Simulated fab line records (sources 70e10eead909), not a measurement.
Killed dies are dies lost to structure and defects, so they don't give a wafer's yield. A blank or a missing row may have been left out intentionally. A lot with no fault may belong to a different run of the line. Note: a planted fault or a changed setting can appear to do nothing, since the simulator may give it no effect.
A struck lot beside a sound one    flow nandHarc    12 steps out of a route of 1302
Sound: these wafers, L885.1, L885.3, L885.5. Wafers L890.3, L890.5, L890.6 were the ones struck. The cause comes at the end.
For every step that has rows: the tool of each side, followed by ch and its chambers, followed by its first start. Under that, the readings that differ: sound wafers    struck wafers    difference of the means    sigmas: that difference in standard deviations of wafers without a fault.
alike: a reading whose means differ by less than 2 such deviations, as well as words and numbers matching on both sides. not compared: withheld readings; readings where some wafer has no value; bounds like >300 that might hide an equal value; numbers whose values overlap and for which the record gives no deviation.
A row with sigmas, a row that says differs or no value, or rows on one side alone: a step with any of these is where the two part. Numbers that have no deviation but don't overlap get no sigmas and don't part them. A reading missing from all wafers of one side parts the sides only when that side holds two or more wafers.

NHARC_A_ZERO_WELL_INSPECT_17:
  sound: defectInspect-02 at day 8 10:52; struck: defectInspect-02 at day 10 21:25
  alike: rawDefectCount
then, 3 steps without rows for these wafers: NHARC_A_SOURCE_PLATE_PRECLEAN_00 (cleans in HF-LAST, time 60 s); NHARC_A_SOURCE_PLATE_SRD_01; NHARC_A_SOURCE_PLATE_OXIDE_02 (material SiO2, target thk 10 nm, ox time 1362 s).
NHARC_A_SOURCE_PLATE_THK_MEAS_09: measures by ellipsometry.
  sound: filmMetro-02 at day 8 15:56; struck: filmMetro-01 at day 11 04:17
  alike: thkNm
then, 3 steps without rows for these wafers: NHARC_A_SOURCE_PLATE_PVD_04 (deposits WSi2, target thk 50 nm); NHARC_A_SOURCE_PLATE_CVD_03 (deposits poly-Si, target thk 200 nm, time 4000 s); NHARC_A_SOURCE_PLATE_ANNEAL_05 (time 1800 s).
NHARC_A_SOURCE_PLATE_THK_MEAS_06: measures by ellipsometry.
  sound: filmMetro-02 at day 9 04:29; struck: filmMetro-01 at day 11 20:34
  alike: thkNm
NHARC_A_SOURCE_PLATE_INSPECT_08:
  sound: defectInspect-02 at day 9 04:35; struck: defectInspect-02 at day 11 20:40
  alike: rawDefectCount
NHARC_A_ONON_D1_DEP_00: target thk 1000 nm.
  struck on pecvdOnon-03, day 11 20:50; sound on pecvdOnon-01 ch 0, day 9 04:39
  no value came back on the struck wafers for n2FlowSccm (sccm), n2oFlowSccm (sccm); on the sound wafers n2FlowSccm (sccm) reads 2746 2746 2734
-- break in the record here, with 17 days between the starts of the struck wafers on either side (left off in module A_ONON_D1, picked up again in module END, where the first step shown is number 1302 on the route) --
NHARC_END_SORT_01:
  here the record holds rows for the struck wafers (prober-01 ch 0, day 28 20:19) but none for the sound ones

## WHERE THEY PART
First at NHARC_A_ONON_D1_DEP_00; last, within this record, at NHARC_END_SORT_01.

WHY: what had been put in by the simulator
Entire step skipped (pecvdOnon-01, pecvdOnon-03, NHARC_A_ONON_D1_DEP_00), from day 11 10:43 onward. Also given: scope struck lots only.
